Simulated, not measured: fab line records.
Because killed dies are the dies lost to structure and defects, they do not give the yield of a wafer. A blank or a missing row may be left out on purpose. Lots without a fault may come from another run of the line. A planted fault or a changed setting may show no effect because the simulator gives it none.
fab line records    flow n5Finfet
[record] lots = 11  wafers = 27  lastDay = 19
route steps=1938 shown DUMMY_REMOVAL@378 HKMG_FIN@400 BEOL_M4@1111
lots that met no fault: from a run of the same line without faults
startH: start of the lot's first displayed wafer, in hours after the record's first day    waitH: how many hours have passed since the lot's step before this one    " repeats the value in the row above    L1.1+2: a row that stands for several wafers    - value missing, or start not given    * or withheld: withheld    < > ~ a bound
route shown NAME@n: a module of which the file shows steps, and the number in the route of the first    usual: mean/standard deviation taken from wafers without a fault    same: alike in all rows    chamber/n: place in a boat    sites: readings site by site    _std_site: the standard deviation of these    _edge_site: mean of outer sites minus mean of inner sites    radiusMm: for every site, how far away it sits from the centre of the wafer    mask NAME#n: copy n    behind: tool/chamber where the wafer was last shaped    hold: the reason the lot was held/the length of the hold in hours/how it ended    device: the transistor (n, p or np) that didn't switch    end of line: the route-end tests of the same wafers    where a step has no rows: the recipe by itself    killed: dies that structure and defects cost at the first sort, which is not the same as the wafer's yield    map: a wafer's dies, x killed, . not, _ none there
set.NAME: the setting that was run; set.NAME@STEP: the one run at that earlier step    model.NAME: the simulator's own value behind a step, which no gauge read
steps of the route over a sample of lots; a table a step, a row a wafer
services: a tool's chamber out of use, with start hour (startH, from the record's first day; less than 0 if before it), hours out, and reason
[[steps]]
[step N5_DUMMY_REMOVAL_STRIP_10]
[recipe] chemistry = N2/H2  timeS = 40  powerW = 100  tempC = 40  pressureMtorr = 100  rfFrequencyHz = 6e+07  biasPowerW = 3  n2FlowSccm = 300  h2FlowSccm = 300
[usual] drypumpMotorCurrentA = 5.74/0.28  oesProductAu = 0.78/0.066  rfVppV = 45.2/0.88  showerheadPlenumPTorr = 3.35/0.1  throttleValvePct = 12.19/0.27
[same] timeS = 40
lot.wafer  tool        chamber  startH  waitH  drypumpMotorCurrentA  oesProductAu  rfHoursCounterH  rfVppV  showerheadPlenumPTorr  throttleValvePct
L658.2     rieDiel-06  1        67.83   0.0    6.27                  0.75          185              44.7    3.24                   12.06
L658.3     "           3        "       "      5.42                  0.90          15               46.5    3.59                   12.02
L658.5     "           0        "       "      5.89                  0.78          -                46.2    3.52                   12.21
L659.3     rieDiel-06  0        77.83   0.0    5.92                  0.78          119              44.0    3.51                   12.23
L659.4     "           2        "       "      6.04                  0.79          96               46.8    3.30                   12.41
L664.1     rieDiel-06  0        108.73  0.0    5.88                  0.76          128              45.4    3.51                   12.27
L664.4     "           1        "       "      6.28                  0.75          192              44.1    3.24                   12.07
L666.1     rieDiel-05  1        118.35  0.0    5.18                  0.72          154              44.7    3.22                   12.28
L666.2     "           2        "       "      5.65                  0.71          214              44.4    3.34                   12.56
L666.5     "           0        "       "      5.80                  0.75          -                44.5    3.35                   12.27
L668.2     rieDiel-05  1        131.82  0.0    5.18                  0.72          158              44.2    3.21                   12.30
L668.4     "           3        "       "      5.78                  0.85          72               44.8    3.29                   11.83
L668.6     "           3        "       "      5.77                  0.85          -                44.6    3.29                   11.82
L671.1     rieDiel-01  1        150.81  0.0    6.08                  0.86          58               46.2    3.44                   12.21
L671.5     "           3        "       "      5.85                  0.68          -                46.2    3.42                   12.23
L672.1     rieDiel-05  2        156.47  0.0    5.68                  0.71          226              45.4    3.33                   12.60
L672.4     "           1        "       "      5.18                  0.72          165              45.7    3.21                   12.30
L677.1     rieDiel-01  2        186.68  0.0    5.68                  0.71          206              46.5    3.50                   12.53
L677.3     "           1        "       "      6.13                  0.84          69               45.8    3.44                   12.23
L678.1     rieDiel-06  1        191.46  0.0    6.28                  0.72          213              44.6    3.23                   12.14
L678.2     "           0        "       "      5.88                  0.74          149              45.9    3.50                   12.30
L678.5     "           2        "       "      6.01                  0.77          -                43.9    3.28                   12.47
L680.3     rieDiel-06  1        206.24  0.0    6.28                  0.72          217              45.6    3.22                   12.12
L680.5     "           1        "       "      6.29                  0.72          -                46.8    3.22                   12.14
L680.6     "           0        "       "      5.91                  0.74          -                44.3    3.49                   12.31
L681.1     rieDiel-05  1        210.15  0.0    5.20                  0.70          181              46.5    3.20                   12.36
L681.4     "           3        "       "      5.77                  0.83          94               45.6    3.28                   11.88
[step N5_HKMG_FIN_INSPECT_61]
[recipe] mode = adi  inspectInstrument = macro
[usual] rawDefectCount = 1.9/1.4
lot.wafer  tool              chamber  startH  waitH  rawDefectCount
L658.2     defectInspect-02  -        69.37   0.0    0
L658.3     "                 -        "       "      2
L658.5     "                 -        "       "      0
L659.3     defectInspect-01  -        79.35   0.0    3
L659.4     "                 -        "       "      2
L664.1     defectInspect-02  -        110.12  0.0    2
L664.4     "                 -        "       "      0
L666.1     defectInspect-01  -        119.74  0.0    1
L666.2     "                 -        "       "      0
L666.5     "                 -        "       "      1
L668.2     defectInspect-01  -        133.50  0.0    4
L668.4     "                 -        "       "      3
L668.6     "                 -        "       "      0
L671.1     defectInspect-01  -        152.49  0.0    5
L671.5     "                 -        "       "      2
L672.1     defectInspect-01  -        158.20  0.0    1
L672.4     "                 -        "       "      1
L677.1     defectInspect-02  -        188.20  0.0    2
L677.3     "                 -        "       "      4
L678.1     defectInspect-01  -        192.98  0.0    1
L678.2     "                 -        "       "      3
L678.5     "                 -        "       "      4
L680.3     defectInspect-01  -        207.76  0.0    3
L680.5     "                 -        "       "      1
L680.6     "                 -        "       "      0
L681.1     defectInspect-02  -        211.88  0.0    0
L681.4     "                 -        "       "      1
[step N5_HKMG_FIN_DESCUM_53]
[recipe] chemistry = O2  timeS = 7.9  sourcePowerW = 50  biasPowerW = 20  pressureMtorr = 20  rfFrequencyHz = 2.712e+07  tempC = 40  resist = CAR-ArF  o2FlowSccm = 225
[usual] drypumpMotorCurrentA = 5.7/0.42  oesProductAu = 0.78/0.089  rfVppV = 243.4/1.6  showerheadPlenumPTorr = 2.11/0.076  throttleValvePct = 20.47/0.22
[same] timeS = 7.9
lot.wafer  tool        chamber  startH  waitH  drypumpMotorCurrentA  oesProductAu  rfHoursCounterH  rfVppV  showerheadPlenumPTorr  throttleValvePct
L658.2     rieDiel-02  3        69.98   0.6    5.7                   0.70          228              242.9   2.09                   20.60
L658.3     "           1        "       "      5.5                   0.73          208              241.5   2.08                   20.73
L658.5     "           2        "       "      5.2                   0.81          -                243.8   2.23                   20.38
L659.3     rieDiel-02  1        79.38   0.0    5.5                   0.72          210              243.0   2.08                   20.72
L659.4     "           3        "       "      5.7                   0.70          231              241.7   2.09                   20.60
L664.1     rieDiel-04  1        110.45  0.3    5.7                   0.78          157              243.2   2.07                   20.34
L664.4     "           2        "       "      6.2                   0.70          244              240.8   1.98                   20.57
L666.1     rieDiel-04  2        119.78  0.0    6.2                   0.69          247              240.9   1.98                   20.58
L666.2     "           1        "       "      5.7                   0.78          161              243.3   2.06                   20.35
L666.5     "           2        "       "      6.2                   0.70          -                241.0   1.98                   20.58
L668.2     rieDiel-04  2        133.54  0.0    6.2                   0.69          254              240.8   1.97                   20.60
L668.4     "           1        "       "      5.7                   0.78          -                243.3   2.06                   20.35
L668.6     "           0        "       "      5.8                   0.70          -                244.5   2.17                   20.37
L671.1     rieDiel-03  0        153.13  0.6    5.0                   0.85          34               244.8   2.12                   20.31
L671.5     "           1        "       "      5.8                   0.69          -                241.1   2.06                   20.17
L672.1     rieDiel-02  2        158.23  0.0    5.3                   0.79          113              246.4   2.22                   20.43
L672.4     "           1        "       "      5.5                   0.71          -                241.6   2.07                   20.78
L677.1     rieDiel-02  3        188.24  0.0    5.7                   0.95          8                241.1   2.08                   20.34
L677.3     "           1        "       "      5.5                   0.69          249              242.9   2.07                   20.80
L678.1     rieDiel-03  1        193.32  0.3    5.8                   0.68          226              243.0   2.06                   20.18
L678.2     "           0        "       "      5.0                   0.83          47               243.4   2.12                   20.33
L678.5     "           1        "       "      5.8                   0.67          -                244.2   2.06                   20.15
L680.3     rieDiel-04  0        207.79  0.0    5.8                   0.68          221              245.6   2.16                   20.40
L680.5     "           2        "       "      6.2                   0.95          -                246.0   2.23                   20.28
L680.6     "           1        "       "      5.7                   0.76          -                244.4   2.06                   20.38
L681.1     rieDiel-04  2        211.91  0.0    6.2                   0.94          15               246.7   2.23                   20.30
L681.4     "           1        "       "      5.7                   0.76          189              241.3   2.05                   20.38
[step N5_HKMG_FIN_ETCH_54]
[recipe] chemistry = CF4  target = SiARC  targetDepthA = 455  maskMaterial = CAR-ArF  timeS = 75.8  ionEnergyEv = 80  pressureMtorr = 40  sourceW = 545  biasW = 36  Ar_flow_sccm = 100  cf4FlowSccm = 100  ends = cleared
[usual] drypumpMotorCurrentA = 5.7/0.43  etchRfOnTimeS = 76/3.4  oesProductAu = 0.66/0.079  rfVppV = 184.1/1.1  showerheadPlenumPTorr = 2.15/0.066  throttleValvePct = 15.63/0.22
lot.wafer  tool        chamber  startH  waitH  drypumpMotorCurrentA  etchRfOnTimeS  oesProductAu  rfHoursCounterH  rfVppV  showerheadPlenumPTorr  throttleValvePct
L658.2     rieDiel-02  3        70.02   0.0    5.7                   76             0.60          228              183.9   2.11                   15.73
L658.3     "           1        "       "      5.4                   78             0.61          208              183.6   2.13                   15.90
L658.5     "           2        "       "      5.2                   74             0.69          -                185.4   2.23                   15.25
L659.3     rieDiel-02  1        79.42   0.0    5.4                   78             0.60          210              183.6   2.13                   15.91
L659.4     "           3        "       "      5.7                   75             0.60          231              184.2   2.11                   15.72
L664.1     rieDiel-04  1        110.49  0.0    5.7                   45             0.90          157              184.1   2.14                   15.70
L664.4     "           2        "       "      6.2                   78             0.59          244              183.4   2.02                   15.78
L666.1     rieDiel-04  2        119.81  0.0    6.2                   47             0.78          248              183.1   2.02                   15.80
L666.2     "           1        "       "      5.7                   45             0.90          161              183.2   2.13                   15.68
L666.5     "           2        "       "      6.2                   78             0.58          -                183.5   2.02                   15.79
L668.2     rieDiel-04  2        133.57  0.0    6.2                   48             0.77          254              181.9   2.02                   15.82
L668.4     "           1        "       "      5.7                   74             0.66          -                183.4   2.13                   15.72
L668.6     "           0        "       "      5.8                   76             0.61          -                183.3   2.21                   15.56
L671.1     rieDiel-03  0        153.17  0.0    5.0                   73             0.75          34               183.5   2.17                   15.51
L671.5     "           1        "       "      5.8                   86             0.56          -                183.8   2.11                   15.45
L672.1     rieDiel-02  2        158.27  0.0    5.2                   74             0.67          113              185.6   2.22                   15.32
L672.4     "           1        "       "      5.5                   77             0.59          -                185.2   2.12                   15.99
L677.1     rieDiel-02  3        188.27  0.0    5.7                   74             0.82          8                183.9   2.10                   15.29
L677.3     "           1        "       "      5.5                   77             0.58          249              182.2   2.11                   15.98
L678.1     rieDiel-03  1        193.36  0.0    5.8                   85             0.56          226              183.4   2.11                   15.50
L678.2     "           0        "       "      5.0                   75             0.72          47               184.5   2.17                   15.51
L678.5     "           1        "       "      5.8                   85             0.56          -                183.1   2.11                   15.50
L680.3     rieDiel-04  0        207.82  0.0    5.8                   75             0.60          221              184.0   2.20                   15.59
L680.5     "           2        "       "      6.2                   75             0.79          -                185.5   2.27                   15.35
L680.6     "           1        "       "      5.7                   73             0.64          -                184.5   2.12                   15.75
L681.1     rieDiel-04  2        211.95  0.0    6.2                   75             0.79          15               187.7   2.27                   15.33
L681.4     "           1        "       "      5.7                   73             0.65          189              183.9   2.12                   15.74
[step N5_BEOL_M4_RC_MEAS_101]
[usual] DIBL_N = 36.4/2.2  DIBL_P = 36.3/2.5  IOFF_N = 0.17/0.052  IOFF_P = 0.23/0.049  ION_N = 674/17  ION_P = 464/11  SS_N = 71.7/0.98  SS_P = 73.3/0.84  VT_N = 250/4  VT_P = -249/3.8
lot.wafer  tool       chamber  startH  waitH  DIBL_N[mV/V]  DIBL_P[mV/V]  IOFF_N[nA/um]  IOFF_P[nA/um]  ION_N[uA/um]  ION_P[uA/um]  SS_N[mV/dec]  SS_P[mV/dec]  VT_N[mV]  VT_P[mV]
L658.2     prober-02  0        175.89  0.2    36.9          38.2          0.18           0.25           708           483           71.2          73.4          246       -246
L658.3     "          0        "       "      40.0          41.8          0.23           0.32           704           487           72.4          75.1          245       -243
L658.5     "          0        "       "      38.3          40.1          0.19           0.30           682           472           72.0          75.2          246       -245
L659.3     prober-01  0        186.41  0.3    36.5          36.3          0.15           0.22           686           466           71.0          72.7          247       -249
L659.4     "          0        "       "      34.8          33.8          0.11           0.18           627           440           71.2          73.0          259       -257
L664.1     prober-02  0        248.98  0.0    38.3          38.9          0.21           0.25           697           472           72.0          73.7          247       -249
L664.4     "          0        "       "      35.8          33.9          0.17           0.17           673           454           72.2          72.9          248       -252
L666.1     prober-01  0        259.17  0.0    33.6          34.8          0.13           0.18           650           443           72.0          73.4          253       -252
L666.2     "          0        "       "      34.4          35.8          0.15           0.20           683           464           72.2          73.1          248       -250
L666.5     "          0        "       "      34.4          36.2          0.14           0.22           651           454           71.8          73.4          253       -252
L668.2     prober-02  0        272.13  0.2    33.8          34.2          0.12           0.18           657           453           70.8          72.6          255       -254
L668.4     "          0        "       "      37.0          38.3          0.16           0.22           667           456           72.2          73.7          250       -252
L668.6     "          0        "       "      39.7          41.5          0.21           0.29           683           467           72.6          74.8          245       -247
L672.1     prober-01  0        277.38  0.0    35.7          34.5          0.13           0.21           649           452           70.9          73.4          254       -249
L672.4     "          0        "       "      37.0          36.6          0.17           0.26           680           468           71.5          73.4          246       -246
L671.1     prober-02  0        284.41  0.0    37.6          37.1          0.18           0.23           681           466           70.9          73.2          247       -250
L671.5     "          0        "       "      43.4          42.4          0.33           0.33           675           454           74.1          74.4          241       -248
L677.1     prober-02  0        317.45  0.0    36.8          36.9          0.18           0.24           689           468           71.7          72.9          245       -248
L677.3     "          0        "       "      38.1          38.4          0.19           0.25           679           463           72.0          73.9          246       -245
L678.1     prober-01  0        326.37  0.0    33.2          33.6          0.11           0.17           667           459           70.6          71.8          252       -249
L678.2     "          0        "       "      37.1          37.4          0.18           0.23           695           472           72.1          72.9          244       -244
L678.5     "          0        "       "      35.7          35.1          0.15           0.18           659           451           70.6          72.5          251       -252
L680.3     prober-01  0        348.84  0.3    35.3          35.1          0.15           0.21           679           470           71.6          73.5          252       -248
L680.5     "          0        "       "      37.2          37.3          0.19           0.24           687           470           71.8          73.9          247       -249
L680.6     "          0        "       "      32.0          30.7          0.11           0.16           676           470           69.8          72.2          255       -253
L681.1     prober-01  0        349.46  0.7    33.5          34.5          0.12           0.19           652           459           71.2          72.9          255       -249
L681.4     "          0        "       "      34.1          34.9          0.14           0.20           674           470           70.4          71.8          248       -249
[[services]]
tool        chamber  startH  hours  kind
rieDiel-03  3        45.61   4.3    repair
rieDiel-05  1        47.74   9.5    repair
rieDiel-02  1        52.92   1.5    repair
rieDiel-06  -        55.42   2.8    pm
rieDiel-04  0        57.66   4.1    repair
rieDiel-05  3        59.32   3.6    repair
rieDiel-02  0        73.23   5.6    repair
rieDiel-02  0        82.78   5.5    repair
rieDiel-05  2        86.52   6.5    repair
rieDiel-04  0        98.94   4.2    repair
rieDiel-04  3        118.34  -      clean
rieDiel-04  3        118.34  -      consumableReplace:focusRing
rieDiel-04  3        118.34  17.5   scheduledDown
rieDiel-06  -        132.24  0.2    repair
rieDiel-01  2        137.63  13.2   repair
rieDiel-06  -        142.13  0.4    repair
rieDiel-01  3        145.39  3.7    repair
rieDiel-04  0        148.13  4.3    repair
rieDiel-05  3        162.96  6.1    repair
rieDiel-05  2        176.92  13.9   repair
rieDiel-06  0        177.68  4.9    repair
rieDiel-06  -        185.73  0.7    repair
rieDiel-01  3        191.61  6.5    repair
rieDiel-03  0        201.11  2.7    repair
[[key]]
[firstSign] step = N5_HKMG_FIN_ETCH_54  reading = etchRfOnTimeS  direction = down  sigmas = 8.8  usual = *  struck = *
[effect] step = N5_HKMG_FIN_ETCH_54  reading = oesProductAu  direction = up  sigmas = 2.3  usual = 0.66  struck = 0.84
metAt N5_HKMG_FIN_ETCH_54
struckLots L664,L666,L668
struckWafers L664.1,L666.1,L666.2,L668.2
[baselineLoss] step = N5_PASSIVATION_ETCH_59  wafers = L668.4
notActingAt N5_DUMMY_REMOVAL_STRIP_10,N5_HKMG_FIN_INSPECT_61,N5_HKMG_FIN_DESCUM_53
[fault] kind = processParameterDrift  tool = rieDiel-04  chamber = -  onsetH = 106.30  steps = N5_HKMG_FIN_ETCH_54  channel = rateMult  offset = 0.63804  shape = step  endH = 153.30  scope = struckWafersOnly
// baselineLoss: these wafers lose ten dies or more at that step, a loss of the line's own and not of a fault; the sort's usual values leave them out
